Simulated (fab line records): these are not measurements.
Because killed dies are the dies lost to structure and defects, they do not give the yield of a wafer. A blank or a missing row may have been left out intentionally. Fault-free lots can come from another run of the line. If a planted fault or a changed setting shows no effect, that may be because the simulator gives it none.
3 desks looking at one fault | flow n5_finfet | each desk has only its own numbers; what lay behind them comes last

== AT THE METROLOGY DESK ==
Lot by lot, what the gauges showed, no matter which tool ran the lot: averages of those sampled wafers that carry a number. The brackets show how far a lot's mean lies from the usual mean; more than 4 standard deviations puts the lot out of limits, marked OUT. Only the readings that lie furthest out on some lot appear, 7 of the 11 it has.
Columns: A = IOFF_N at N5_BEOL_M4_RC_MEAS_101, usual 0.164 nA/um; B = IOFF_P at N5_BEOL_M4_RC_MEAS_101, usual 0.214 nA/um; C = ION_N at N5_BEOL_M4_RC_MEAS_101, usual 675 uA/um; D = ION_P at N5_BEOL_M4_RC_MEAS_101, usual 463 uA/um; E = SS_N at N5_BEOL_M4_RC_MEAS_101, usual 71.5 mV/dec; F = VT_N at N5_BEOL_M4_RC_MEAS_101, usual 249.2 mV; G = VT_P at N5_BEOL_M4_RC_MEAS_101, usual -250.1 mV
lot  | first seen here | A     | B     | C   | D   | E    | F     | G
L632 | day 3 04:37     | 0.148 | 0.218 | 669 | 465 | 71.3 | 251.8 | -248.3
L634 | day 3 17:25     | 0.133 | 0.159 | 661 | 447 | 71.4 | 252.5 | -255.2
L637 | day 4 13:23     | 0.170 | 0.234 | 677 | 464 | 72.2 | 249.9 | -249.5
L638 | day 4 18:01     | 0.199 | 0.234 | 687 | 464 | 71.7 | 244.6 | -248.9
L643 | day 5 22:53     | 0.128 | 0.171 | 664 | 455 | 70.6 | 254.9 | -253.6
L645 | day 6 12:01     | 0.193 | 0.242 | 678 | 462 | 71.8 | 248.4 | -249.2
L649 | day 7 10:35     | 0.173 | 0.231 | 677 | 467 | 72.1 | 246.5 | -248.3
L650 | day 7 17:23     | 0.135 | 0.191 | 673 | 462 | 71.2 | 251.8 | -252.5
L651 | day 7 22:29     | 0.154 | 0.211 | 673 | 464 | 71.8 | 248.0 | -250.9
L652 | day 8 06:42     | 0.154 | 0.177 | 674 | 457 | 71.5 | 249.6 | -253.8
This desk's finding: nothing out of limits on any of the 10 lots.

== DESK OF THE TOOL OWNER: rie_si-05 ==
The tool's own readings at N5_DUMMY_GATE_ETCH_23 (etches poly-Si in HBr/Cl2/O2, target depth 41 nm, time 22.3 s): means of the sampled wafers that have a number, for each lot that ran on this tool. The brackets show how far a lot's mean lies from the usual mean; more than 4 standard deviations puts the lot out of limits, marked OUT.
Columns: A = drypump_motor_current_A at N5_DUMMY_GATE_ETCH_23, usual 5.5 A; B = mfc_cl2_sccm at N5_DUMMY_GATE_ETCH_23, usual 80.01 sccm; C = oes_product_au at N5_DUMMY_GATE_ETCH_23, usual 1.004 a.u.; D = rf_fwd_power_W at N5_DUMMY_GATE_ETCH_23, usual 793.5 W; E = throttle_valve_pct at N5_DUMMY_GATE_ETCH_23, usual 37.14 %
lot  | first seen here | A   | B     | C                | D     | E
L634 | day 3 17:14     | 5.8 | 80.00 | 1.007            | 796.6 | 37.24
L637 | day 4 13:13     | 5.5 | 79.98 | 1.021            | 792.5 | 37.16
L638 | day 4 17:50     | 5.2 | 80.10 | 1.019            | 793.7 | 37.12
L643 | day 5 22:43     | 5.8 | 79.94 | 0.881 (-6.5) OUT | 795.5 | 37.16
L645 | day 6 11:52     | 5.3 | 79.94 | 0.888 (-6.1) OUT | 788.9 | 37.02
This desk finds L643, L645 out of limits, L643 being first, at day 5 22:43 (oes_product_au at N5_DUMMY_GATE_ETCH_23). L634, L637, L638: within limits.

== THE DEFECT DESK ==
Counts from the inspections along the route, per lot, as means over the sampled wafers that have a number. The brackets show how far a lot's mean lies from the usual mean; more than 4 standard deviations puts the lot out of limits, marked OUT.
Columns: A = raw_defect_count at N5_DUMMY_GATE_INSPECT_17, usual 211
lot  | first seen here | A
L632 | day 3 03:36     | 181
L634 | day 3 15:52     | 179
L637 | day 4 11:51     | 187
L638 | day 4 17:04     | 197
L643 | day 5 21:44     | 142
L645 | day 6 10:41     | 140
L649 | day 7 09:23     | 238
L650 | day 7 16:21     | 217
L651 | day 7 21:35     | 222
L652 | day 8 05:40     | 213
This desk's finding: nothing out of limits on any of the 10 lots.

== BROUGHT TOGETHER ==
The tool owner's desk had the chance to raise an alarm at day 5 22:43 on L643, L645.
From the metrology desk's view, nothing was out of limits.
Nothing the defect desk looked at was out of limits.
The metrology desk has L643, L645 on record, within its limits.
The defect desk has L643, L645 on record, within its limits.
Of the lots named, all ran N5_DUMMY_GATE_ETCH_23 on rie_si-05.

== WHAT HAD BEEN PUT IN BY THE SIMULATOR ==
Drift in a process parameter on rie_si-05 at N5_DUMMY_GATE_ETCH_23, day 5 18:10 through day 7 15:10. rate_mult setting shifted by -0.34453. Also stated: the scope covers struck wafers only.
Shown lots that were struck: L643, L645.
Time in hours from fault onset to the first out-of-limits reading at each desk: the tool owner's desk, 5.
